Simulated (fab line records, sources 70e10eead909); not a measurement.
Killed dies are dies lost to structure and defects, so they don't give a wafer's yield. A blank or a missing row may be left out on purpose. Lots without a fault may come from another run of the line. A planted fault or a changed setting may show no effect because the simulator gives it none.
fab line records | flow nand_harc
record lots=12 wafers=36 last_day=23
route steps=1159 shown P_M2@336 A_BONDPAD@1084 THIN_TSV@1103 END@1159
lots that met no fault: from a run of the same line without faults
start_h: hours from the record's first day to the start of the lot's first wafer shown | wait_h: hours since the lot's step before | " the same as in the row above | L1.1+2: a row that stands for several wafers | - no value, or no start given | * or withheld: withheld | < > ~ a bound
route shown NAME@n: a module of which the file shows steps, and the number in the route of the first | usual: mean/standard deviation of fault-free wafers | same: alike in all rows | chamber/n: place in a boat | sites: the reading at each site | _std_site: their standard deviation | _edge_site: outer sites' mean less inner sites' | radius_mm: how far each site lies from the wafer's centre | mask NAME#n: copy n | behind: the tool/chamber that last shaped the wafer | hold: why the lot was held/for how many hours/how that ended | device: the transistor (n, p or np) that didn't switch | end of line: the same wafers' tests at the end of the route | a step without rows: its recipe alone | killed: dies lost to structure and defects at the first sort, not the wafer's yield | map: a wafer's dies, x killed, . not, _ none there
set.NAME: the setting as run; set.NAME@STEP: as run at that earlier step | model.NAME: the simulator's own value behind a step, which no gauge read
steps of the route over a sample of lots; a table a step, a row a wafer
services: from which hour (start_h, from the record's first day; less than 0 if before it) a tool's chamber was out of use, for how many hours, and why
## steps
# step NHARC_P_M2_ETCH_28
# recipe target_depth_a=300 over_etch_frac=0.3 time_s=72.99 ion_energy_ev=150 cf4_flow_sccm=50 n2_flow_sccm=100 ar_flow_sccm=150 rf_w=300 bias_w=100 chemistry=CF4/N2
# usual drypump_motor_current_A=6.0/0.45 oes_product_au=0.997/0.0078 rf_fwd_power_W=297.5/0.97 rf_vpp_V=314.8/2.1 showerhead_plenum_p_Torr=2.67/0.12 throttle_valve_pct=19.794/0.0091
# same time_s=72.99
# columns lot.wafer tool chamber start_h wait_h drypump_motor_current_A oes_product_au rf_fwd_power_W rf_hours_counter_h rf_vpp_V showerhead_plenum_p_Torr throttle_valve_pct
L109.3 rie_diel-07 2 128.32 - 5.8 0.995 295.3 2 318.1 2.82 19.785
L109.2 " 0 " " 5.5 0.998 298.5 2 311.0 2.48 19.783
L109.6 " 3 " " 6.3 1.006 298.7 - 314.1 2.67 19.804
L111.2 rie_diel-07 3 140.48 - 6.3 1.018 297.4 2 316.0 2.67 19.775
L111.5 " 1 " " 6.6 0.999 296.5 - 314.6 2.68 19.783
L111.6 " 2 " " 5.8 0.995 296.8 - 317.0 2.82 19.794
L110.4 rie_diel-07 1 140.97 - 6.7 0.993 296.8 2 316.2 2.68 19.794
L110.3 " 2 " " 5.8 0.985 298.0 2 317.7 2.81 19.790
L110.5 " 1 " " 6.7 0.997 298.0 - 315.1 2.68 19.791
L113.4 rie_diel-07 3 148.81 - 6.3 1.001 299.2 3 314.9 2.67 19.791
L113.3 " 0 " " 5.4 0.988 297.4 3 310.3 2.48 19.810
L113.5 " 3 " " 6.3 0.998 298.5 - 315.1 2.67 19.808
L112.3 rie_diel-07 1 153.43 - 6.6 0.990 296.9 2 314.3 2.68 19.787
L112.6 " 1 " " 6.7 0.998 296.6 - 313.7 2.68 19.799
L112.5 " 2 " " 5.8 0.979 297.5 - 317.1 2.82 19.781
L115.1 rie_diel-11 3 154.38 - 5.8 1.010 299.7 26 316.1 2.67 19.793
L115.5 " 3 " " 5.7 1.002 298.1 - 315.4 2.67 19.783
L115.6 " 1 " " 5.6 1.007 298.7 - 317.2 2.80 19.788
L114.3 rie_diel-07 3 155.12 - 6.3 0.991 298.9 3 316.2 2.67 19.794
L114.2 " 0 " " 5.4 0.981 297.5 3 312.1 2.48 19.792
L114.6 " 0 " " 5.4 0.984 297.0 - 310.0 2.48 19.790
L116.1 rie_diel-07 3 165.45 - 6.3 1.005 297.8 3 315.0 2.67 19.788
L116.2 " 2 " " 5.8 0.992 298.0 3 317.9 2.81 19.796
L116.6 " 0 " " 5.4 0.991 298.6 - 312.7 2.48 19.789
L118.2 rie_diel-07 0 175.69 - 5.4 0.991 297.7 3 311.1 2.48 19.791
L118.3 " 2 " " 5.8 0.985 297.5 4 318.3 2.81 19.801
L118.4 " 3 " " 6.3 0.999 297.0 4 314.9 2.67 19.795
L119.1 rie_diel-01 1 190.01 - 5.7 0.996 298.2 14 314.6 2.67 19.784
L119.5 " 1 " " 5.7 0.996 298.7 - 312.9 2.67 19.793
L119.6 " 2 " " 6.6 1.003 298.0 - 313.9 2.64 19.800
L123.4 rie_diel-11 0 219.76 - 5.6 0.997 296.7 5 316.9 2.77 19.808
L123.2 " 1 " " 5.5 1.012 297.9 4 317.4 2.79 19.799
L123.5 " 3 " " 5.8 0.998 298.4 - 315.7 2.67 19.787
L125.1 rie_diel-11 0 225.96 - 5.6 1.001 296.6 5 316.4 2.77 19.795
L125.3 " 1 " " 5.5 0.996 295.9 5 316.7 2.79 19.811
L125.5 " 3 " " 5.8 0.991 299.4 - 313.1 2.67 19.782
# step NHARC_A_BONDPAD_PVD_17
# recipe target_thk_a=50 bias_v=168.6 power_w=15000 chamber_pressure_pa=0.12 time_s=8.06 substrate_temp_c=50 material=TaN
# usual throttle_valve_pct=29.8/1
# same time_s=8.06
# columns lot.wafer tool chamber start_h wait_h throttle_valve_pct
L111.2 pvd_sputter-02 - - - 30.9
L111.5 " - " " 30.5
L111.6 " - " " 31.1
L110.3 pvd_sputter-03 - - - 30.2
L110.4 " - " " 29.5
L110.5 " - " " 30.1
L109.3 pvd_sputter-03 - - - 27.9
L109.2 " - " " 30.3
L109.6 " - " " 28.0
L114.2 pvd_sputter-02 - - - 29.9
L114.3 " - " " 30.6
L114.6 " - " " 29.8
L113.4 pvd_sputter-03 - - - 30.3
L113.3 " - " " 30.1
L113.5 " - " " 28.1
L115.1 pvd_sputter-02 - - - 29.6
L115.6 " - " " 30.9
L115.5 " - " " 29.0
L112.3 pvd_sputter-02 - - - 30.9
L112.5 " - " " 30.6
L112.6 " - " " 31.3
L116.1 pvd_sputter-02 - - - 31.0
L116.2 " - " " 28.9
L116.6 " - " " 30.7
L118.2 pvd_sputter-02 - - - 29.8
L118.4 " - " " 30.5
L118.3 " - " " 31.1
L119.1 pvd_sputter-01 - - - 30.2
L119.6 " - " " 31.0
L119.5 " - " " 30.2
L125.3 pvd_sputter-03 - - - 30.5
L125.1 " - " " 30.0
L125.5 " - " " 30.7
L123.4 pvd_sputter-01 - - - 30.3
L123.2 " - " " 30.0
L123.5 " - " " 30.4
# step NHARC_A_BONDPAD_PVD_27
# recipe target_thk_a=300 chamber_pressure_pa=5 power_w=5000 substrate_temp_c=30 time_s=20.49 material=Cu
# usual throttle_valve_pct=29.8/0.98
# same time_s=20.49
# columns lot.wafer tool chamber start_h wait_h throttle_valve_pct
L111.2 pvd_sputter-02 - - - 30.8
L111.5 " - " " 29.7
L111.6 " - " " 30.7
L110.4 pvd_sputter-03 - - - 28.0
L110.3 " - " " 29.9
L110.5 " - " " 30.6
L109.2 pvd_sputter-03 - - - 30.0
L109.3 " - " " 29.6
L109.6 " - " " 30.1
L114.2 pvd_sputter-02 - - - 31.1
L114.3 " - " " 29.5
L114.6 " - " " 31.0
L113.4 pvd_sputter-03 - - - 30.4
L113.3 " - " " 30.3
L113.5 " - " " 27.9
L115.1 pvd_sputter-02 - - - 31.1
L115.5 " - " " 31.2
L115.6 " - " " 29.0
L112.3 pvd_sputter-02 - - - 28.9
L112.6 " - " " 29.6
L112.5 " - " " 30.9
L116.1 pvd_sputter-02 - - - 29.7
L116.2 " - " " 30.4
L116.6 " - " " 29.0
L118.2 pvd_sputter-02 - - - 29.0
L118.4 " - " " 29.7
L118.3 " - " " 30.5
L119.1 pvd_sputter-01 - - - 29.8
L119.6 " - " " 30.1
L119.5 " - " " 28.6
L125.3 pvd_sputter-03 - - - 30.4
L125.1 " - " " 30.0
L125.5 " - " " 27.9
L123.4 pvd_sputter-01 - - - 30.7
L123.2 " - " " 30.4
L123.5 " - " " 30.3
# step NHARC_THIN_TSV_THK_MEAS_02
# recipe thk_meas_gauge=ir
# usual thk_nm=3013/180
# columns lot.wafer tool chamber start_h wait_h thk_nm
L111.2 film_metro-02 - 423.47 - 2822
L111.5 " - " " 3333
L111.6 " - " " 3073
L110.3 film_metro-02 - 425.85 - 2842
L110.4 " - " " 2505
L110.5 " - " " 2894
L109.2 film_metro-01 - 429.70 - 3159
L109.3 " - " " 3039
L109.6 " - " " 2998
L114.2 film_metro-01 - 430.89 0.2 3210
L114.3 " - " " 3126
L114.6 " - " " 2997
L113.3 film_metro-01 - 436.44 - 2694
L113.4 " - " " 2927
L113.5 " - " " 3061
L115.1 film_metro-02 - 443.28 - 3011
L115.5 " - " " 3073
L115.6 " - " " 2813
L112.3 film_metro-02 - 444.50 - 3140
L112.5 " - " " 2889
L112.6 " - " " 3192
L116.1 film_metro-02 - 458.69 - 3005
L116.2 " - " " 3401
L116.6 " - " " 2777
L118.2 film_metro-01 - 472.46 - 3050
L118.3 " - " " 2888
L118.4 " - " " 2716
L119.1 film_metro-02 - 481.63 - 3027
L119.5 " - " " 3049
L119.6 " - " " 2952
L125.1 film_metro-02 - 524.75 - 3270
L125.3 " - " " 2952
L125.5 " - " " 3256
L123.2 film_metro-02 - 525.94 - 3080
L123.4 " - " " 2915
L123.5 " - " " 3227
# step NHARC_END_SORT_01
# recipe temp_c=25
# usual defect_limited_yield=95.8/1.2 killed_at_array=24/7.4 killed_at_other=0.5/0.81 killed_at_periphery=3.4/2.3 killed_dies=28/8 killed_open=3.4/1.8 killed_short=2.0/1.4 sort_bin_2_pct=1.3/0.54 sort_bin_3_pct=0.23/0.2 sort_bin_4_pct=2.7/0.77 sort_n_pass=649/8 sort_rim_yield_pct=94.2/2.7 sort_yield_pct=95.8/1.2
# same gross_dies=677 sort_bin_5_pct[%]=0 sort_bin_6_pct[%]=0 sort_bin_7_pct[%]=0 sort_bin_8_pct[%]=0 sort_rim_n_gross=106.00
# columns lot.wafer tool chamber start_h wait_h defect_limited_yield[%] killed_at_array killed_at_other killed_at_periphery killed_dies killed_open killed_short sort_bin_2_pct[%] sort_bin_3_pct[%] sort_bin_4_pct[%] sort_n_pass sort_rim_yield_pct[%] sort_yield_pct[%]
L118.2 prober-02 0 489.05 2.8 96.3 24 0 1 25 3 2 0.9 0.44 2.4 652 95.3 96.3
L118.3 prober-02 0 489.85 3.1 97.2 19 0 0 19 3 1 0.9 0 1.9 658 94.3 97.2
L118.4 prober-02 0 490.65 3.4 90.1 9 1 57 67 3 1 4.3 2.22 3.4 610 88.7 90.1
L123.2 prober-01 0 554.57 2.8 97.2 15 2 2 19 3 2 1.5 0.30 1.0 658 97.2 97.2
L123.5 prober-01 0 556.98 3.7 96.6 19 2 2 23 2 2 1.3 0.15 1.9 654 98.1 96.6
# killed by level:class
L118.2 A_SLIT:chamber_film_flake=9 A_STAIRCASE:chamber_film_flake=5 A_CHANNEL_FILL_D1:chamber_film_flake=2 A_CONTACT:chamber_film_flake=2 P_M0:geometric_particle:short=1 A_ONON_D1:geometric_particle:open=1 A_CHANNEL_HOLE_D1:geometric_particle:short=1 A_WL_FILL:geometric_particle:open=1
L118.3 A_SLIT:chamber_film_flake=10 A_STAIRCASE:chamber_film_flake=3 A_M0:geometric_particle:open=2 A_CHANNEL_FILL_D1:geometric_particle:open=1 A_M0:geometric_particle:short=1 A_CONTACT:chamber_film_flake=1 A_M1:chamber_film_flake=1
L118.4 P_M2:unspecified=57 A_SLIT:chamber_film_flake=2 A_CHANNEL_HOLE_D1:geometric_particle:open=1 A_CHANNEL_FILL_D1:geometric_particle:short=1 A_M0:geometric_particle:open=1 STARTING-WAFER:geometric_particle:open=1 A_ZERO_WELL:chamber_film_flake=1 A_CHANNEL_HOLE_D1:chamber_film_flake=1
L123.2 A_CONTACT:chamber_film_flake=5 A_CHANNEL_HOLE_D1:chamber_film_flake=4 A_STAIRCASE:chamber_film_flake=3 P_GATE:geometric_particle:open=2 A_WL_FILL:geometric_particle:short=2 THIN_TSV:chamber_film_flake=2 A_M0:geometric_particle:open=1
L123.5 A_STAIRCASE:chamber_film_flake=7 A_CONTACT:chamber_film_flake=7 A_CHANNEL_HOLE_D1:chamber_film_flake=3 P_M2:geometric_particle:open=1 A_CHANNEL_FILL_D1:geometric_particle:short=1 A_CHANNEL_FILL_D1:geometric_particle:open=1 P_ZERO_WELL:chamber_film_flake=1 STARTING-WAFER:geometric_particle:short=1
## services
# columns tool chamber start_h hours kind
rie_diel-07 - 117.51 0.3 repair
pvd_sputter-02 - 129.72 3.8 repair
rie_diel-11 2 140.05 15.5 repair
pvd_sputter-01 - 158.00 10.0 pm
rie_diel-11 - 189.50 9.0 pm
pvd_sputter-03 - 202.88 5.0 repair
rie_diel-07 - 209.87 2.0 repair
pvd_sputter-02 - 214.04 10.0 pm
rie_diel-07 - 239.89 9.0 pm
rie_diel-11 2 242.59 42.5 repair
rie_diel-07 3 252.40 6.6 repair
rie_diel-07 - 277.41 0.4 repair
pvd_sputter-03 - 280.00 10.0 pm
rie_diel-11 - 301.23 0.3 repair
pvd_sputter-01 - 336.01 10.0 pm
pvd_sputter-03 - 373.03 21.3 repair
pvd_sputter-02 - 381.98 14.3 repair
pvd_sputter-02 - 396.29 10.0 pm
rie_diel-07 - 416.89 9.0 pm
rie_diel-07 1 434.35 2.5 repair
pvd_sputter-01 - 437.04 1.4 repair
rie_diel-07 0 446.39 13.2 repair
pvd_sputter-03 - 458.00 10.0 pm
pvd_sputter-01 - 503.72 3.3 repair
## key
first_sign step=NHARC_END_SORT_01 reading=killed_at_periphery direction=up sigmas=23 usual=3.4 struck=57
effect step=NHARC_END_SORT_01 reading=defect_limited_yield direction=down sigmas=4.8 usual=95.8 struck=90.1
more_kills_born_at NHARC_P_M2_ETCH_28@rie_diel-07=57
met_at NHARC_P_M2_ETCH_28
struck_lots L118
struck_wafers L118.4
not_acting_at NHARC_A_BONDPAD_PVD_17,NHARC_A_BONDPAD_PVD_27,NHARC_THIN_TSV_THK_MEAS_02
onset_between 165.45 175.69
fault kind=chamber_particle_source tool=rie_diel-07 chamber=3 onset_h=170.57 steps=NHARC_P_M2_ETCH_28 rate_per_visit_cm2=0.59748
